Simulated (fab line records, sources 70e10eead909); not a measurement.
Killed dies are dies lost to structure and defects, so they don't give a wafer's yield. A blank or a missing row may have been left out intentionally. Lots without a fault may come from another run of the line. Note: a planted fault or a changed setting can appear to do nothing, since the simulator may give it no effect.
Which of the tools did it? + flow nand_harc + 42 wafers from 14 lots sampled at 4 of the route's 1302 steps

== WHAT EACH GAUGE READ, for each wafer ==
NHARC_THIN_TSV_CD_MEAS_37. Usual: 5000 nm for cd_nm, sd 3.2.
| lot  | measured     | on        | cd_nm (nm)     | flag |
|------|--------------|-----------|----------------|------|
| L503 | day 24 17:01 | cd_sem-02 | 5001 5000 4997 |      |
| L502 | day 24 18:25 | cd_sem-02 | 5002 5003 5003 |      |
| L504 | day 25 02:53 | cd_sem-02 | 5000 5001 5000 |      |
| L505 | day 26 03:51 | cd_sem-01 | 4999 5004 5005 |      |
| L507 | day 26 00:29 | cd_sem-01 | 5005 5004 5004 |      |
| L509 | day 27 05:10 | cd_sem-03 | 4994 4997 5001 |      |
| L508 | day 27 06:22 | cd_sem-02 | 5002 5000 4996 |      |
| L517 | day 30 07:57 | cd_sem-01 | 4998 5002 5005 |      |
| L516 | day 30 05:33 | cd_sem-01 | 4997 4999 4999 |      |
| L519 | day 30 06:26 | cd_sem-02 | 4995 4997 4996 |      |
| L521 | day 31 16:20 | cd_sem-01 | 4994 4995 4998 |      |
| L522 | day 32 20:52 | cd_sem-03 | 4991 4998 4998 |      |
| L523 | day 34 00:40 | cd_sem-03 | 5005 5003 5002 |      |
| L524 | day 33 15:34 | cd_sem-03 | 5003 5003 5003 |      |

NHARC_END_SORT_01. Usual: killed_at_array 57, standard deviation 17; killed_at_other 0.5, standard deviation 0.82; killed_at_periphery 4.0, standard deviation 2.8; killed_dies 61, standard deviation 18; killed_open 2.9, standard deviation 2; killed_short 2.3, standard deviation 1.7.
| lot  | measured     | on        | killed_at_array | killed_at_other | killed_at_periphery | killed_dies | killed_open | killed_short | flag |
|------|--------------|-----------|-----------------|-----------------|---------------------|-------------|-------------|--------------|------|
| L516 | day 30 14:56 | prober-02 | 31 37 47        | 0 0 0           | 4 1 4               | 35 38 51    | 5 1 0       | 3 0 3        |      |
| L519 | day 30 21:55 | prober-02 | 117 130 139     | 0 0 0           | 9 5 3               | 126 135 142 | 5 0 0       | 1 0 0        | OFF  |
| L521 | day 32 02:22 | prober-02 | 123 126 99      | 4 0 1           | 2 8 4               | 129 134 104 | 4 4 3       | 1 0 2        | OFF  |

== WHICH TOOL RAN EACH LOT (tool, then ch and the chambers of the sampled wafers, then the start) ==
| lot  | NHARC_A_ONON_D2_DEP_00           | NHARC_THIN_TSV_DESCUM_35           |
|------|----------------------------------|------------------------------------|
| L503 | pecvd_onon-03 ch 0, day 12 16:37 | rie_diel-13 ch 1,2,3, day 24 15:46 |
| L502 | pecvd_onon-02 ch 0, day 12 17:34 | rie_diel-04 ch 1,2,3, day 24 17:08 |
| L504 | pecvd_onon-03 ch 0, day 13 03:18 | rie_diel-12 ch 1,2, day 25 01:36   |
| L505 | pecvd_onon-02 ch 0, day 13 13:49 | rie_diel-13 ch 1,2,3, day 26 02:34 |
| L507 | pecvd_onon-02 ch 0, day 14 09:52 | rie_diel-13 ch 2,3, day 25 23:13   |
| L509 | pecvd_onon-02 ch 0, day 15 17:42 | rie_diel-13 ch 0,1,2, day 27 03:51 |
| L508 | pecvd_onon-04 ch 0, day 15 18:01 | rie_diel-04 ch 0,2,3, day 27 05:06 |
| L517 | pecvd_onon-03 ch 0, day 18 18:58 | rie_diel-04 ch 0,1,2, day 30 06:25 |
| L516 | pecvd_onon-04 ch 0, day 18 19:09 | rie_diel-04 ch 0,1,2, day 30 04:01 |
| L519 | pecvd_onon-02 ch 0, day 19 03:49 | rie_diel-04 ch 0,1,3, day 30 05:09 |
| L521 | pecvd_onon-02 ch 0, day 20 00:49 | rie_diel-13 ch 0,1,3, day 31 14:50 |
| L522 | pecvd_onon-04 ch 0, day 20 16:59 | rie_diel-12 ch 0,1,3, day 32 19:37 |
| L523 | pecvd_onon-03 ch 0, day 21 23:22 | rie_diel-13 ch 0,3, day 33 23:22   |
| L524 | pecvd_onon-03 ch 0, day 21 23:43 | rie_diel-13 ch 2,3, day 33 14:00   |
- NHARC_A_ONON_D2_DEP_00: target thk 1000 nm.
- NHARC_THIN_TSV_DESCUM_35: chemistry O2, time 3 s.

== AS READ BY THE TOOLS THEMSELVES (means over the sampled wafers that have a number; for cases with no such wafer, the mark the record gives instead) ==
NHARC_A_ONON_D2_DEP_00. Usual: 210.0 sccm for sih4_flow_sccm, sd 0.61.
| lot  | tool          | sih4_flow_sccm (sccm) | flag |
|------|---------------|-----------------------|------|
| L503 | pecvd_onon-03 | 210.0                 |      |
| L502 | pecvd_onon-02 | 209.8                 |      |
| L504 | pecvd_onon-03 | 210.0                 |      |
| L505 | pecvd_onon-02 | 209.7                 |      |
| L507 | pecvd_onon-02 | 210.1                 |      |
| L509 | pecvd_onon-02 | 209.9                 |      |
| L508 | pecvd_onon-04 | 210.9                 |      |
| L517 | pecvd_onon-03 | 210.9                 |      |
| L516 | pecvd_onon-04 | 210.3                 |      |
| L519 | pecvd_onon-02 | 210.0                 |      |
| L521 | pecvd_onon-02 | 209.7                 |      |
| L522 | pecvd_onon-04 | 210.2                 |      |
| L523 | pecvd_onon-03 | 210.6                 |      |
| L524 | pecvd_onon-03 | 210.0                 |      |

NHARC_THIN_TSV_DESCUM_35. Usual: drypump_motor_current_A 5.6 A, standard deviation 0.54; oes_product_au 0.996 a.u., standard deviation 0.0087; rf_vpp_V 57.7 V, standard deviation 0.89; showerhead_plenum_p_Torr 1.92 Torr, standard deviation 0.075; throttle_valve_pct 11.312 %, standard deviation 0.0097.
| lot  | tool        | drypump_motor_current_A (A) | oes_product_au (a.u.) | rf_vpp_V (V) | showerhead_plenum_p_Torr (Torr) | throttle_valve_pct (%) | flag |
|------|-------------|-----------------------------|-----------------------|--------------|---------------------------------|------------------------|------|
| L503 | rie_diel-13 | 5.4                         | 0.987                 | 58.6         | 1.92                            | 11.313                 |      |
| L502 | rie_diel-04 | 5.8                         | 0.991                 | 58.0         | 1.92                            | 11.313                 |      |
| L504 | rie_diel-12 | 5.1                         | 0.991                 | 58.2         | 1.86                            | 11.320                 |      |
| L505 | rie_diel-13 | 5.4                         | 0.995                 | 57.7         | 1.92                            | 11.317                 |      |
| L507 | rie_diel-13 | 5.2                         | 0.995                 | 58.2         | 1.86                            | 11.322                 |      |
| L509 | rie_diel-13 | 5.8                         | 0.993                 | 57.9         | 1.88                            | 11.314                 |      |
| L508 | rie_diel-04 | 6.1                         | 0.997                 | 58.0         | 1.92                            | 11.328                 |      |
| L517 | rie_diel-04 | 5.5                         | 0.999                 | 57.7         | 1.89                            | 11.313                 |      |
| L516 | rie_diel-04 | 5.5                         | 0.999                 | 58.0         | 1.89                            | 11.312                 |      |
| L519 | rie_diel-04 | 5.8                         | 1.000                 | 58.7         | 1.93                            | 11.308                 |      |
| L521 | rie_diel-13 | 5.8                         | 0.991                 | 57.6         | 1.93                            | 11.310                 |      |
| L522 | rie_diel-12 | 5.3                         | 0.996                 | 57.9         | 1.98                            | 11.324                 |      |
| L523 | rie_diel-13 | 5.7                         | 1.002                 | 57.2         | 1.93                            | 11.303                 |      |
| L524 | rie_diel-13 | 5.3                         | 0.998                 | 57.1         | 1.91                            | 11.318                 |      |

== THE ANSWER, worked out from the rows above alone ==
Rule: take the mean of a lot's wafers that have a number; if it is more than 3 standard deviations from the usual mean, the lot is off. A lot without any number at a reading at which 4 lots or more have one is off too. The other lots that the step has rows for count as sound. Order of review: gauges by route order, followed by the tools' own readings, for which a lot's mean as printed above is used. At the first step where some lot is off, the reading lying furthest off is the one used; lots without a number count as furthest.
Off at NHARC_END_SORT_01 (killed_at_array): L519, L521. Neither off nor sound, because the step has no rows for them: L503, L502, L504, L505, L507, L509, L508, L517, L522, L523, L524.
If a tool, at a process step before that reading, ran all the lots that are off and no sound lot after the first of them, it fits. The gauges at NHARC_END_SORT_01 are tried like those tools. Undecided on this evidence; 2 tools fit (pecvd_onon-02 at NHARC_A_ONON_D2_DEP_00, prober-02 at NHARC_END_SORT_01).

== WHAT THE SIMULATOR HAD PUT IN ==
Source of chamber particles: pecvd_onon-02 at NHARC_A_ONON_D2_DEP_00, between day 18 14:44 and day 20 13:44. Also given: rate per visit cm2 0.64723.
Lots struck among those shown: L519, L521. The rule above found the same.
